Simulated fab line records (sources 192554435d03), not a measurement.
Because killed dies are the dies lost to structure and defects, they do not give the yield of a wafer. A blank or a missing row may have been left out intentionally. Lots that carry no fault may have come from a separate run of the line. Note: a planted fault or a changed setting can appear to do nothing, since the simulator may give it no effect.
Chamber matching | flow n5Finfet | N5_BEOL_M6_ETCH_66 on rieDiel-01 has 4 sister chambers
The step etches SOC in N2/H2, target depth 80 nm, overetch 16 nm, time 120 s. 8 wafers are shown with their chamber, then 8 later ones without.

WAFERS, EACH WITH ITS CHAMBER
wafer  | chamber | showerheadPlenumPTorr (Torr) | throttleValvePct (%)
L074.4 | 0       | 2.46                         | 17.53
L078.3 | 3       | 2.63                         | 17.99
L085.4 | 0       | 2.46                         | 17.55
L085.5 | 2       | 2.55                         | 17.60
L090.1 | 3       | 2.62                         | 18.02
L090.3 | 1       | 2.52                         | 17.96
L090.5 | 2       | 2.54                         | 17.60
L092.2 | 1       | 2.52                         | 17.95

WAFERS WITHOUT THEIR CHAMBER
wafer  | showerheadPlenumPTorr (Torr) | throttleValvePct (%)
L092.4 | 2.62                         | 18.03
L092.6 | 2.45                         | 17.58
L097.3 | 2.45                         | 17.59
L097.5 | 2.52                         | 17.98
L097.6 | 2.54                         | 17.65
L096.2 | 2.45                         | 17.60
L096.4 | 2.61                         | 18.05
L096.6 | 2.54                         | 17.64

THE CHAMBER EACH PASSED THROUGH
wafer  | from the rows above | in truth
L092.4 | 3                   | 3
L092.6 | 0                   | 0
L097.3 | 0                   | 0
L097.5 | 1                   | 1
L097.6 | 2                   | 2
L096.2 | 0                   | 0
L096.4 | 3                   | 3
L096.6 | 2                   | 2
Correct placement for 8 of the 8. Left unplaced by these rows: 0. Number placed wrongly: 0.
How it was worked out, from the rows above alone: a wafer's distance from a chamber is the root of the sum, over the readings, of the square of ((its reading less the chamber's mean) divided by the reading's scatter). The wafer belongs to the nearest chamber; if the next one is less than 2 further off, it can't be placed. Each chamber's mean is taken over the wafers shown for it. The scatter: take each reading less its chamber's mean, square it, sum over the shown wafers, divide by the number of wafers less the number of chambers, and take the root.
